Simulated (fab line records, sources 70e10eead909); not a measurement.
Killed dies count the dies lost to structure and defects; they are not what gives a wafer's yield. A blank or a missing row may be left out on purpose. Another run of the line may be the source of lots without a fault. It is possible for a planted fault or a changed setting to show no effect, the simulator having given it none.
Which of the tools did it?	flow nandHarc	72 wafers from 24 lots sampled at 6 of the route's 1302 steps

== WHAT THE GAUGES SHOWED, per wafer ==
NHARC_A_M0_THK_MEAS_24: measures by xrf. Usual: thkNm 114.4 nm, standard deviation 1.7.
lot	measured	on	thkNm (nm)	flag
L074	day 22 17:25	filmMetro-01	113.8 116.0 115.3	
L077	day 23 08:55	filmMetro-02	112.5 114.7 115.7	
L076	day 23 12:23	filmMetro-01	113.9 114.3 113.1	
L075	day 23 16:56	filmMetro-01	117.8 113.7 115.4	
L078	day 24 08:07	filmMetro-02	116.4 116.5 117.3	
L079	day 24 09:36	filmMetro-02	112.6 111.8 117.4	
L081	day 25 05:22	filmMetro-01	115.1 114.5 112.9	
L080	day 25 06:53	filmMetro-02	111.8 117.5 115.1	
L083	day 25 22:51	filmMetro-01	115.6 112.5 115.8	
L082	day 25 23:22	filmMetro-01	112.4 114.4 114.3	
L084	day 26 22:20	filmMetro-01	111.3 112.9 110.9	
L085	day 27 01:00	filmMetro-02	116.5 113.5 115.4	
L086	day 28 00:40	filmMetro-01	115.2 112.3 113.0	
L087	day 28 04:59	filmMetro-02	111.6 114.3 113.3	
L089	day 29 01:45	filmMetro-02	116.7 115.1 114.3	
L088	day 29 05:25	filmMetro-02	114.6 114.7 114.5	
L091	day 29 08:56	filmMetro-02	118.2 112.7 110.9	
L092	day 29 09:58	filmMetro-02	117.4 114.3 115.5	
L090	day 29 13:31	filmMetro-02	112.3 114.7 114.9	
L093	day 30 16:07	filmMetro-01	115.1 116.2 114.2	
L094	day 30 21:23	filmMetro-02	114.4 114.4 117.1	
L095	day 31 06:14	filmMetro-01	112.6 112.0 111.6	
L097	day 32 13:15	filmMetro-02	117.3 113.8 114.0	
L096	day 32 14:11	filmMetro-02	116.1 112.8 115.0	

== EACH LOT AND THE TOOL THAT RAN IT (in order: tool; ch and the chambers of the sampled wafers; start) ==
lot	NHARC_A_CONTACT_ETCH_98	NHARC_A_CONTACT_ALD_18	NHARC_A_BLC_STRIP_21	NHARC_A_BLC_DEGAS_30	NHARC_A_BLC_ALD_23
L074	rieDiel-13 ch 1,2,3, day 22 08:32 or earlier	aldMetal-02 ch 1,3, day 22 08:32	rieDiel-05 ch 2,3, day 22 12:12	pvdSputter-03, day 22 12:38	aldMetal-01 ch 0,2, day 22 12:53
L077	rieDiel-08 ch 0,3, day 23 00:29 or earlier	aldMetal-04 ch 1,2, day 23 00:29	rieDiel-05 ch 0,3, day 23 03:50	pvdSputter-02, day 23 04:15	aldMetal-04 ch 2,3, day 23 04:29
L076	rieDiel-04 ch 0,1,3, day 23 03:38 or earlier	aldMetal-03 ch 0,1,2, day 23 03:38	rieDiel-11 ch 0,1,2, day 23 07:08	pvdSputter-02, day 23 07:33	aldMetal-04 ch 0,3, day 23 07:49
L075	rieDiel-13 ch 1,2, day 23 07:15	aldMetal-02 ch 1,2,3, day 23 08:38	rieDiel-05 ch 1,2,3, day 23 11:52	pvdSputter-03, day 23 12:17	aldMetal-04 ch 0,1,2, day 23 12:33
L078	rieDiel-04 ch 0,1,3, day 23 22:29	aldMetal-02 ch 0,1,2, day 23 23:43	rieDiel-11 ch 2,3, day 24 02:55	pvdSputter-03, day 24 03:19	aldMetal-04 ch 0,2,3, day 24 03:34
L079	rieDiel-13 ch 0,1,3, day 24 01:04 or earlier	aldMetal-03 ch 0,1,2, day 24 01:04	rieDiel-11 ch 0,1,3, day 24 04:22	pvdSputter-01, day 24 04:50	aldMetal-01 ch 0,2,3, day 24 05:05
L081	rieDiel-13 ch 0,2,3, day 24 19:41	aldMetal-04 ch 1,2,3, day 24 20:48	rieDiel-11 ch 0,1,3, day 25 00:09	pvdSputter-02, day 25 00:34	aldMetal-04 ch 0,1,2, day 25 00:49
L080	rieDiel-13 ch 2,3, day 24 20:52	aldMetal-04 ch 0,1,2, day 24 22:06	rieDiel-11 ch 0,3, day 25 01:23	pvdSputter-03, day 25 01:49	aldMetal-01 ch 1,2,3, day 25 02:06
L083	rieDiel-13 ch 1,2,3, day 25 13:55 or earlier	aldMetal-04 ch 2,3, day 25 13:55	rieDiel-11 ch 0,3, day 25 17:29	pvdSputter-03, day 25 17:55	aldMetal-01 ch 0,1,3, day 25 18:11
L082	rieDiel-08 ch 1,2,3, day 25 14:41 or earlier	aldMetal-03 ch 2,3, day 25 14:41	rieDiel-05 ch 0,1, day 25 18:01	pvdSputter-02, day 25 18:27	aldMetal-04 ch 0,2,3, day 25 18:40
L084	rieDiel-04 ch 0,1, day 26 13:29 or earlier	aldMetal-03 ch 0,2,3, day 26 13:29	rieDiel-05 ch 1,2, day 26 17:08	pvdSputter-02, day 26 17:33	aldMetal-03 ch 0,1,2, day 26 17:50
L085	rieDiel-13 ch 0,2,3, day 26 16:37 or earlier	aldMetal-04 ch 0,1, day 26 16:37	rieDiel-07 ch 0,1,3, day 26 19:49	pvdSputter-03, day 26 20:14	aldMetal-01 ch 0,2,3, day 26 20:30
L086	rieDiel-13 ch 1,2,3, day 27 16:11 or earlier	aldMetal-04 ch 1,2, day 27 16:11	rieDiel-11 ch 0,3, day 27 19:31	pvdSputter-01, day 27 19:56	aldMetal-03 ch 0,3, day 27 20:11
L087	rieDiel-13 ch 0,1,3, day 27 20:35 or earlier	aldMetal-02 ch 1,2, day 27 20:35	rieDiel-05 ch 1,2, day 27 23:47	pvdSputter-03, day 28 00:14	aldMetal-04 ch 1,2, day 28 00:28
L089	rieDiel-13 ch 1,2, day 28 17:18 or earlier	aldMetal-04 ch 0,2, day 28 17:18	rieDiel-11 ch 0,1, day 28 20:31	pvdSputter-03, day 28 20:56	aldMetal-01 ch 0,3, day 28 21:10
L088	rieDiel-13 ch 0,1,3, day 28 20:51 or earlier	aldMetal-03 ch 0,2, day 28 20:51	rieDiel-11 ch 0,1, day 29 00:11	pvdSputter-02, day 29 00:37	aldMetal-01 ch 0,1,3, day 29 00:53
L091	rieDiel-13 ch 1,3, day 29 00:23 or earlier	aldMetal-04 ch 0,2,3, day 29 00:23	rieDiel-05 ch 0,1, day 29 03:42	pvdSputter-01, day 29 04:07	aldMetal-03 ch 1,3, day 29 04:22
L092	rieDiel-13 ch 2,3, day 29 01:28 or earlier	aldMetal-02 ch 0,2,3, day 29 01:28	rieDiel-11 ch 1,3, day 29 04:45	pvdSputter-01, day 29 05:11	aldMetal-04 ch 0,1,2, day 29 05:26
L090	rieDiel-13 ch 0,1,3, day 29 04:58 or earlier	aldMetal-02 ch 0,2, day 29 04:58	rieDiel-11 ch 0,2,3, day 29 08:17	pvdSputter-03, day 29 08:43	aldMetal-03 ch 2,3, day 29 08:58
L093	rieDiel-08 ch 0,2, day 30 07:33 or earlier	aldMetal-03 ch 0,1, day 30 07:33	rieDiel-05 ch 2,3, day 30 10:52	pvdSputter-02, day 30 11:18	aldMetal-04 ch 0,2,3, day 30 11:34
L094	rieDiel-13 ch 0,2,3, day 30 12:54 or earlier	aldMetal-03 ch 1,2,3, day 30 12:54	rieDiel-05 ch 2,3, day 30 16:16	pvdSputter-02, day 30 16:41	aldMetal-04 ch 0,2,3, day 30 16:58
L095	rieDiel-13 ch 1,2,3, day 30 21:41 or earlier	aldMetal-04 ch 1,2,3, day 30 21:41	rieDiel-11 ch 1,3, day 31 00:59	pvdSputter-02, day 31 01:25	aldMetal-03 ch 1,3, day 31 01:40
L097	rieDiel-13 ch 2,3, day 32 03:30 or earlier	aldMetal-04 ch 0,1,3, day 32 03:30	rieDiel-11 ch 0,1, day 32 07:37	pvdSputter-02, day 32 08:02	aldMetal-01 ch 0,1,3, day 32 08:19
L096	rieDiel-13 ch 0,1,3, day 32 05:02 or earlier	aldMetal-02 ch 0,1, day 32 05:02	rieDiel-11 ch 0,1,3, day 32 08:30	pvdSputter-01, day 32 08:55	aldMetal-04 ch 0,1,2, day 32 09:12
- NHARC_A_CONTACT_ETCH_98: etches the open film in C4F6/O2, target depth 20 nm, time 10 s.
- NHARC_A_CONTACT_ALD_18: deposits TiN, target thk 3 nm, pulse time 1 s, ald cycles 150.
- NHARC_A_BLC_STRIP_21: strips in O2.
- NHARC_A_BLC_DEGAS_30: time 60 s.
- NHARC_A_BLC_ALD_23: deposits TiN, target thk 3 nm, pulse time 1 s, ald cycles 150.

== AS READ BY THE TOOLS THEMSELVES (means over the sampled wafers that have a number; for cases with no such wafer, the mark the record gives instead) ==
NHARC_A_CONTACT_ETCH_98. Usual: drypumpMotorCurrentA 5.7 A, standard deviation 0.52; oesProductAu 0.955 a.u., standard deviation 0.02; rfVppV 547.3 V, standard deviation 2.4; showerheadPlenumPTorr 3.95 Torr, standard deviation 0.12; throttleValvePct 26.903 %, standard deviation 0.0093.
lot	tool	drypumpMotorCurrentA (A)	oesProductAu (a.u.)	rfVppV (V)	showerheadPlenumPTorr (Torr)	throttleValvePct (%)	flag
L074	rieDiel-13	5.4	0.936	547.4	3.95	26.901	
L077	rieDiel-08	5.9	0.954	549.8	4.10	26.898	
L076	rieDiel-04	6.1	0.941	548.6	3.99	26.907	
L075	rieDiel-13	5.3	0.960	545.8	3.86	26.903	
L078	rieDiel-04	6.1	0.964	548.0	3.99	26.906	
L079	rieDiel-13	5.8	0.952	547.7	3.98	26.908	
L081	rieDiel-13	5.4	1.000	547.0	3.96	26.908	
L080	rieDiel-13	5.2	0.944	547.9	4.00	26.900	
L083	rieDiel-13	5.4	0.938	545.9	3.94	26.908	
L082	rieDiel-08	5.8	0.990	550.2	4.07	26.902	
L084	rieDiel-04	6.1	0.953	549.3	4.07	26.904	
L085	rieDiel-13	5.4	0.946	547.2	3.95	26.897	
L086	rieDiel-13	5.4	0.938	547.7	3.93	26.901	
L087	rieDiel-13	5.9	0.945	547.9	3.98	26.903	
L089	rieDiel-13	5.3	0.940	545.0	3.84	26.901	
L088	rieDiel-13	5.9	0.938	547.9	3.98	26.902	
L091	rieDiel-13	5.6	0.938	549.3	4.02	26.904	
L092	rieDiel-13	5.2	0.937	548.3	3.99	26.902	
L090	rieDiel-13	5.8	0.945	548.0	3.97	26.904	
L093	rieDiel-08	6.0	0.936	546.2	3.90	26.906	
L094	rieDiel-13	5.5	1.001	547.5	3.95	26.897	
L095	rieDiel-13	5.5	0.957	547.1	3.93	26.905	
L097	rieDiel-13	5.0	0.946	546.1	3.90	26.902	
L096	rieDiel-13	5.9	0.961	547.6	3.97	26.906	

NHARC_A_CONTACT_ALD_18. Usual: heaterPowerOuterW 696 W, standard deviation 73; heaterPowerW 1111 W, standard deviation 110; precursorPulseHeightRel 0.996, standard deviation 0.019.
lot	tool	heaterPowerOuterW (W)	heaterPowerW (W)	precursorPulseHeightRel	flag
L074	aldMetal-02	685	1142	1.002	
L077	aldMetal-04	707	1189	0.987	
L076	aldMetal-03	760	1198	0.999	
L075	aldMetal-02	712	1099	0.981	
L078	aldMetal-02	680	1066	0.969	
L079	aldMetal-03	759	1155	1.004	
L081	aldMetal-04	677	1103	1.005	
L080	aldMetal-04	701	1140	0.990	
L083	aldMetal-04	653	1027	0.988	
L082	aldMetal-03	740	1132	0.982	
L084	aldMetal-03	761	1178	1.003	
L085	aldMetal-04	749	1249	0.993	
L086	aldMetal-04	688	1168	1.005	
L087	aldMetal-02	713	1095	0.981	
L089	aldMetal-04	643	1029	1.010	
L088	aldMetal-03	820	1211	0.986	
L091	aldMetal-04	647	1064	0.999	
L092	aldMetal-02	654	1047	0.997	
L090	aldMetal-02	614	996	1.004	
L093	aldMetal-03	687	1089	1.001	
L094	aldMetal-03	727	1115	0.997	
L095	aldMetal-04	674	1115	0.996	
L097	aldMetal-04	717	1171	1.002	
L096	aldMetal-02	636	1035	0.996	

NHARC_A_BLC_STRIP_21. Usual: drypumpMotorCurrentA 5.70 A, standard deviation 0.3; oesProductAu 1.006 a.u., standard deviation 0.0084; rfVppV 57.9 V, standard deviation 0.85; showerheadPlenumPTorr 3.54 Torr, standard deviation 0.13; throttleValvePct 17.037 %, standard deviation 0.0091.
lot	tool	drypumpMotorCurrentA (A)	oesProductAu (a.u.)	rfVppV (V)	showerheadPlenumPTorr (Torr)	throttleValvePct (%)	flag
L074	rieDiel-05	5.72	1.008	57.3	3.36	17.029	
L077	rieDiel-05	5.48	0.998	57.3	3.44	17.033	
L076	rieDiel-11	5.57	1.006	57.8	3.63	17.042	
L075	rieDiel-05	5.76	1.009	58.1	3.40	17.045	
L078	rieDiel-11	5.50	1.013	57.7	3.68	17.032	
L079	rieDiel-11	5.83	1.010	57.6	3.64	17.028	
L081	rieDiel-11	5.83	1.004	58.6	3.64	17.042	
L080	rieDiel-11	5.66	1.013	58.3	3.58	17.037	
L083	rieDiel-11	5.82	1.004	58.5	3.64	17.029	
L082	rieDiel-05	5.66	1.012	57.8	3.44	17.027	
L084	rieDiel-05	5.88	1.009	57.3	3.36	17.042	
L085	rieDiel-07	5.72	0.998	57.2	3.47	17.034	
L086	rieDiel-11	5.66	1.011	57.9	3.58	17.039	
L087	rieDiel-05	5.89	1.001	58.7	3.36	17.039	
L089	rieDiel-11	5.67	1.009	58.0	3.58	17.035	
L088	rieDiel-11	5.66	0.999	58.2	3.58	17.035	
L091	rieDiel-05	5.82	1.001	57.0	3.43	17.035	
L092	rieDiel-11	5.99	0.997	58.1	3.69	17.038	
L090	rieDiel-11	5.56	1.005	58.5	3.63	17.030	
L093	rieDiel-05	5.69	1.006	57.6	3.36	17.035	
L094	rieDiel-05	5.61	0.997	56.4	3.40	17.036	
L095	rieDiel-11	5.99	1.008	58.6	3.68	17.033	
L097	rieDiel-11	5.67	1.008	58.4	3.58	17.026	
L096	rieDiel-11	5.84	1.018	57.8	3.63	17.043	

NHARC_A_BLC_DEGAS_30. Usual: heaterPowerW 446 W, standard deviation 60.
lot	tool	heaterPowerW (W)	flag
L074	pvdSputter-03	468	
L077	pvdSputter-02	419	
L076	pvdSputter-02	437	
L075	pvdSputter-03	456	
L078	pvdSputter-03	491	
L079	pvdSputter-01	464	
L081	pvdSputter-02	416	
L080	pvdSputter-03	498	
L083	pvdSputter-03	513	
L082	pvdSputter-02	445	
L084	pvdSputter-02	445	
L085	pvdSputter-03	452	
L086	pvdSputter-01	453	
L087	pvdSputter-03	454	
L089	pvdSputter-03	528	
L088	pvdSputter-02	412	
L091	pvdSputter-01	444	
L092	pvdSputter-01	396	
L090	pvdSputter-03	535	
L093	pvdSputter-02	412	
L094	pvdSputter-02	404	
L095	pvdSputter-02	419	
L097	pvdSputter-02	386	
L096	pvdSputter-01	479	

NHARC_A_BLC_ALD_23. Usual: heaterPowerOuterW 684 W, standard deviation 64; heaterPowerW 1092 W, standard deviation 110; precursorPulseHeightRel 1.003, standard deviation 0.021.
lot	tool	heaterPowerOuterW (W)	heaterPowerW (W)	precursorPulseHeightRel	flag
L074	aldMetal-01	597	978	1.013	
L077	aldMetal-04	638	995	1.020	
L076	aldMetal-04	686	1093	0.998	
L075	aldMetal-04	684	1134	1.009	
L078	aldMetal-04	673	1083	1.002	
L079	aldMetal-01	648	1039	1.000	
L081	aldMetal-04	694	1129	1.006	
L080	aldMetal-01	646	1006	1.021	
L083	aldMetal-01	673	1054	0.990	
L082	aldMetal-04	680	1082	0.997	
L084	aldMetal-03	742	1160	1.001	
L085	aldMetal-01	653	1031	0.980	
L086	aldMetal-03	709	1129	0.987	
L087	aldMetal-04	664	1080	1.008	
L089	aldMetal-01	665	1092	1.004	
L088	aldMetal-01	670	1082	0.982	
L091	aldMetal-03	658	1043	0.999	
L092	aldMetal-04	714	1142	1.010	
L090	aldMetal-03	730	1121	0.990	
L093	aldMetal-04	647	1050	1.002	
L094	aldMetal-04	666	1045	0.995	
L095	aldMetal-03	652	1040	1.021	
L097	aldMetal-01	663	1053	1.015	
L096	aldMetal-04	693	1122	1.015	

== THE ANSWER, worked out from the rows above alone ==
Rule: a lot counts as off when the mean over its wafers that have a number is more than 3 standard deviations away from the usual mean. A lot without any number at a reading at which 4 lots or more have one is off too. The other lots that the step has rows for count as sound. First the gauges in route order, then the tools' own readings, where a lot's mean is used as printed above. The first step at which some lot is off is used, and at that step the reading that is off furthest; a lot without a number counts as furthest.
None of the lots is off at any reading shown; this tells nothing.

== WHAT WAS PUT IN BY THE SIMULATOR ==
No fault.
